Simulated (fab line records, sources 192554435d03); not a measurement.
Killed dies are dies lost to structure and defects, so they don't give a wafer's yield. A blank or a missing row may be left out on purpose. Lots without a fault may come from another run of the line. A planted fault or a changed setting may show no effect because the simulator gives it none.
Which tool did it? | flow n5_finfet | 11 lots, 33 wafers sampled, at 3 steps of a route of 1938

WHAT THE GAUGES READ, wafer by wafer
N5_BEOL_M12_OVL_MEAS_11. Usual: V11_OVL -3 nm, standard deviation 5.5.
lot  | measured     | on         | V11_OVL (nm) | flag
L380 | day 12 06:31 | overlay-01 | -12 -10 -6   |
L383 | day 13 00:47 | overlay-01 | 1 -4 -1      |
L384 | day 13 03:31 | overlay-02 | -10 2 -2     |
L385 | day 13 04:07 | overlay-01 | 0 0 0        |
L382 | day 13 04:20 | overlay-01 | -5 0 -6      |
L388 | day 13 11:08 | overlay-01 | -3 3 -8      |
L393 | day 15 20:37 | overlay-02 | -8 -6 -7     |
L400 | day 17 16:50 | overlay-01 | -6 0 2       |
L399 | day 18 07:20 | overlay-01 | -3 -6 4      |
L398 | day 18 08:00 | overlay-02 | 0 -3 -4      |
L402 | day 19 05:48 | overlay-01 | -4 -4 -6     |

WHICH TOOL RAN EACH LOT (tool, then ch and the chambers of the sampled wafers, then the start)
lot  | N5_BEOL_M11_ETCH_41                           | N5_BEOL_M11_PRE_CLEAN_45
L380 | rie_diel-04 ch 1,3, day 12 04:24 or earlier   | pvd_sputter-02, day 12 04:24
L383 | rie_diel-01 ch 0,1,3, day 12 22:40 or earlier | pvd_sputter-01, day 12 22:40
L384 | rie_diel-04 ch 0,2, day 12 23:43 or earlier   | pvd_sputter-01, day 12 23:43
L385 | rie_diel-01 ch 0,1,3, day 13 02:01 or earlier | pvd_sputter-01, day 13 02:01
L382 | rie_diel-02 ch 0,1,2, day 13 02:06 or earlier | pvd_sputter-01, day 13 02:06
L388 | rie_diel-02 ch 1,3, day 13 08:58 or earlier   | pvd_sputter-01, day 13 08:58
L393 | rie_diel-04 ch 0,1,3, day 15 16:07 or earlier | pvd_sputter-03, day 15 16:07
L400 | rie_diel-02 ch 0,1,2, day 17 14:43 or earlier | pvd_sputter-02, day 17 14:43
L399 | rie_diel-04 ch 0,2, day 18 03:17 or earlier   | pvd_sputter-02, day 18 03:17
L398 | rie_diel-04 ch 0,1,2, day 18 05:44 or earlier | pvd_sputter-02, day 18 05:44
L402 | rie_diel-04 ch 0,1,3, day 19 01:41 or earlier | pvd_sputter-02, day 19 01:41
- N5_BEOL_M11_ETCH_41: etches SiCN in CH3F/O2, target depth 42.6 nm, time 86 s.
- N5_BEOL_M11_PRE_CLEAN_45: time 30 s.

WHAT THE TOOLS THEMSELVES READ (means of the sampled wafers that have a number; where no wafer has one, the mark that the record gives instead)
N5_BEOL_M11_ETCH_41. Usual: bias_w 75.03 W, standard deviation 0.2; drypump_motor_current_A 5.5 A, standard deviation 0.45; oes_product_au 0.79 a.u., standard deviation 0.093; rf_vpp_V 298.3 V, standard deviation 1.3; showerhead_plenum_p_Torr 2.05 Torr, standard deviation 0.049; throttle_valve_pct 16.29 %, standard deviation 0.19.
lot  | tool        | bias_w (W) | drypump_motor_current_A (A) | oes_product_au (a.u.) | rf_vpp_V (V) | showerhead_plenum_p_Torr (Torr) | throttle_valve_pct (%) | flag
L380 | rie_diel-04 | 75.05      | 5.8                         | 0.81                  | 297.2        | 2.04                            | 16.17                  |
L383 | rie_diel-01 | 75.12      | 5.3                         | 0.80                  | 299.1        | 2.06                            | 16.20                  |
L384 | rie_diel-04 | 74.86      | 5.9                         | 0.85                  | 298.3        | 2.02                            | 16.33                  |
L385 | rie_diel-01 | 75.04      | 5.3                         | 0.81                  | 299.7        | 2.06                            | 16.21                  |
L382 | rie_diel-02 | 75.20      | 5.0                         | 0.73                  | 298.6        | 2.08                            | 16.48                  |
L388 | rie_diel-02 | 75.02      | 5.2                         | 0.75                  | 299.1        | 2.09                            | 16.18                  |
L393 | rie_diel-04 | 75.05      | 5.9                         | 0.84                  | 298.3        | 2.05                            | 16.21                  |
L400 | rie_diel-02 | 75.07      | 5.0                         | 0.81                  | 298.1        | 2.07                            | 16.37                  |
L399 | rie_diel-04 | 74.97      | 5.9                         | 0.88                  | 297.4        | 2.01                            | 16.23                  |
L398 | rie_diel-04 | 75.28      | 5.9                         | 0.89                  | 297.2        | 2.04                            | 16.17                  |
L402 | rie_diel-04 | 74.93      | 6.0                         | 0.80                  | 298.2        | 2.04                            | 16.27                  |

N5_BEOL_M11_PRE_CLEAN_45. Usual: heater_power_w 313 W, standard deviation 35.
lot  | tool           | heater_power_w (W) | flag
L380 | pvd_sputter-02 | 327                |
L383 | pvd_sputter-01 | 302                |
L384 | pvd_sputter-01 | 322                |
L385 | pvd_sputter-01 | 320                |
L382 | pvd_sputter-01 | 332                |
L388 | pvd_sputter-01 | 317                |
L393 | pvd_sputter-03 | 292                |
L400 | pvd_sputter-02 | 319                |
L399 | pvd_sputter-02 | 319                |
L398 | pvd_sputter-02 | 311                |
L402 | pvd_sputter-02 | 318                |

THE ANSWER, worked out from the rows above alone
Rule: a lot is off if the mean of its wafers that have a number lies more than 3 standard deviations from the usual mean. A lot without any number at a reading at which 4 lots or more have one is off too. The other lots that the step has rows for count as sound. The gauges are gone through in route order, then the tools' own readings, and for those a lot's mean is taken as printed above. The first step at which some lot is off is used, and at that step the reading that is off furthest; a lot without a number counts as furthest.
No lot is off at any reading shown: from this, nothing can be told.

WHAT THE SIMULATOR HAD PUT IN
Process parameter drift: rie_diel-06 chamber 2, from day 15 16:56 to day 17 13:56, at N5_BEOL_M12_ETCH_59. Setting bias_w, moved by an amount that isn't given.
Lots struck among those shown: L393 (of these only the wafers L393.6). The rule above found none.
